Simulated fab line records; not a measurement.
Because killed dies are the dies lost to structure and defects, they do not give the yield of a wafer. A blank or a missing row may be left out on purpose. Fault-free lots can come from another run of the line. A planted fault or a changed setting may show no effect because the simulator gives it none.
Which tool was responsible? :: flow n5_finfet :: 10 lots (30 wafers sampled), 1 step of a 1938-step route

== WHAT EACH GAUGE READ, for each wafer ==
N5_BEOL_M4_RC_MEAS_101. Usual: DIBL_N 36.3 mV/V, standard deviation 1.7; DIBL_P 36.5 mV/V, standard deviation 1.8; IOFF_N 0.16 nA/um, standard deviation 0.033; IOFF_P 0.21 nA/um, standard deviation 0.037; ION_N 675 uA/um, standard deviation 11; ION_P 462 uA/um, standard deviation 7.9; SS_N 71.6 mV/dec, standard deviation 0.64; SS_P 73.3 mV/dec, standard deviation 0.68; VT_N 249 mV, standard deviation 3.3; VT_P -250 mV, standard deviation 3.3.
lot: L514
measured: day 8 11:33
on: prober-02
DIBL_N (mV/V): 33.6 36.4 35.8
DIBL_P (mV/V): 34.1 37.0 36.4
IOFF_N (nA/um): 0.14 0.18 0.17
IOFF_P (nA/um): 0.21 0.25 0.24
ION_N (uA/um): 673 679 676
ION_P (uA/um): 467 468 467
SS_N (mV/dec): 71.1 72.3 71.8
SS_P (mV/dec): 73.2 73.4 73.1
VT_N (mV): 248 250 249
VT_P (mV): -248 -249 -246
flag: 

lot: L516
measured: day 8 13:29
on: prober-01
DIBL_N (mV/V): 35.7 33.6 36.1
DIBL_P (mV/V): 36.1 33.4 36.5
IOFF_N (nA/um): 0.15 0.11 0.14
IOFF_P (nA/um): 0.18 0.14 0.18
ION_N (uA/um): 682 681 677
ION_P (uA/um): 467 462 463
SS_N (mV/dec): 71.0 71.0 71.5
SS_P (mV/dec): 73.3 72.8 73.3
VT_N (mV): 251 255 253
VT_P (mV): -251 -257 -253
flag: 

lot: L521
measured: day 9 15:35
on: prober-02
DIBL_N (mV/V): 37.4 35.1 32.3
DIBL_P (mV/V): 38.4 34.8 33.3
IOFF_N (nA/um): 0.18 0.14 0.11
IOFF_P (nA/um): 0.24 0.18 0.16
ION_N (uA/um): 660 658 657
ION_P (uA/um): 460 445 457
SS_N (mV/dec): 72.2 71.9 70.5
SS_P (mV/dec): 73.5 72.8 72.1
VT_N (mV): 251 254 255
VT_P (mV): -247 -251 -254
flag: 

lot: L523
measured: day 10 07:21
on: prober-01
DIBL_N (mV/V): 34.9 35.6 33.3
DIBL_P (mV/V): 35.2 36.8 33.1
IOFF_N (nA/um): 0.15 0.16 0.12
IOFF_P (nA/um): 0.22 0.23 0.19
ION_N (uA/um): 679 675 690
ION_P (uA/um): 467 467 479
SS_N (mV/dec): 71.0 71.6 70.1
SS_P (mV/dec): 73.7 74.1 72.8
VT_N (mV): 249 249 254
VT_P (mV): -250 -248 -249
flag: 

lot: L522
measured: day 10 07:46
on: prober-02
DIBL_N (mV/V): 34.4 36.1 36.9
DIBL_P (mV/V): 34.8 37.7 38.2
IOFF_N (nA/um): 0.11 0.14 0.15
IOFF_P (nA/um): 0.16 0.21 0.20
ION_N (uA/um): 662 653 662
ION_P (uA/um): 448 460 450
SS_N (mV/dec): 70.0 70.6 71.1
SS_P (mV/dec): 72.8 73.9 73.8
VT_N (mV): 253 253 251
VT_P (mV): -257 -251 -253
flag: 

lot: L524
measured: day 10 09:15
on: prober-01
DIBL_N (mV/V): 35.8 35.6 34.2
DIBL_P (mV/V): 36.3 34.7 33.9
IOFF_N (nA/um): 0.16 0.15 0.13
IOFF_P (nA/um): 0.20 0.17 0.17
ION_N (uA/um): 684 666 657
ION_P (uA/um): 464 450 448
SS_N (mV/dec): 71.3 71.1 71.1
SS_P (mV/dec): 72.9 72.7 72.1
VT_N (mV): 249 249 251
VT_P (mV): -251 -253 -253
flag: 

lot: L525
measured: day 10 15:11
on: prober-02
DIBL_N (mV/V): 37.2 37.7 35.5
DIBL_P (mV/V): 37.8 39.0 36.4
IOFF_N (nA/um): 0.19 0.19 0.16
IOFF_P (nA/um): 0.25 0.27 0.23
ION_N (uA/um): 685 675 683
ION_P (uA/um): 472 466 475
SS_N (mV/dec): 72.0 72.6 71.1
SS_P (mV/dec): 72.9 73.8 73.1
VT_N (mV): 246 246 249
VT_P (mV): -244 -247 -248
flag: 

lot: L526
measured: day 11 10:59
on: prober-02
DIBL_N (mV/V): 38.8 36.4 38.9
DIBL_P (mV/V): 39.3 34.7 38.0
IOFF_N (nA/um): 0.21 0.15 0.21
IOFF_P (nA/um): 0.25 0.17 0.22
ION_N (uA/um): 672 665 676
ION_P (uA/um): 458 448 453
SS_N (mV/dec): 71.6 71.3 72.8
SS_P (mV/dec): 74.9 72.5 74.5
VT_N (mV): 245 253 248
VT_P (mV): -249 -253 -250
flag: 

lot: L529
measured: day 11 18:43
on: prober-02
DIBL_N (mV/V): 38.3 37.4 39.3
DIBL_P (mV/V): 38.1 36.6 38.4
IOFF_N (nA/um): 0.17 0.15 0.17
IOFF_P (nA/um): 0.20 0.19 0.20
ION_N (uA/um): 681 660 661
ION_P (uA/um): 455 457 450
SS_N (mV/dec): 72.2 72.0 73.0
SS_P (mV/dec): 74.4 73.6 73.8
VT_N (mV): 250 252 251
VT_P (mV): -254 -255 -253
flag: 

lot: L530
measured: day 12 00:10
on: prober-02
DIBL_N (mV/V): 37.3 35.6 35.4
DIBL_P (mV/V): 35.4 34.2 34.3
IOFF_N (nA/um): 0.16 0.15 0.14
IOFF_P (nA/um): 0.22 0.22 0.21
ION_N (uA/um): 675 703 677
ION_P (uA/um): 466 481 469
SS_N (mV/dec): 71.4 71.4 71.2
SS_P (mV/dec): 72.8 72.5 72.8
VT_N (mV): 247 246 249
VT_P (mV): -246 -244 -245
flag: 

== WHICH TOOL RAN EACH LOT (tool, then ch and the chambers of the sampled wafers, then the start) ==
The record shows no process step preceding these readings.

== WHAT THE TOOLS THEMSELVES READ (means of the sampled wafers that have a number; where no wafer has one, the mark that the record gives instead) ==
The record holds no such reading with a usual standard deviation.

== THE ANSWER, worked out from the rows above alone ==
Rule: take the mean of a lot's wafers that have a number; if it is more than 3 standard deviations from the usual mean, the lot is off. Also off: a lot with no number at a reading for which 4 or more lots have one. Where the step has rows for the other lots, those lots are counted as sound. First the gauges in route order, then the tools' own readings, where a lot's mean is used as printed above. The first step at which some lot is off is used, and at that step the reading that is off furthest; a lot without a number counts as furthest.
Across all readings shown, no lot is off: no conclusion can be drawn from this.

== WHAT THE SIMULATOR PUT IN ==
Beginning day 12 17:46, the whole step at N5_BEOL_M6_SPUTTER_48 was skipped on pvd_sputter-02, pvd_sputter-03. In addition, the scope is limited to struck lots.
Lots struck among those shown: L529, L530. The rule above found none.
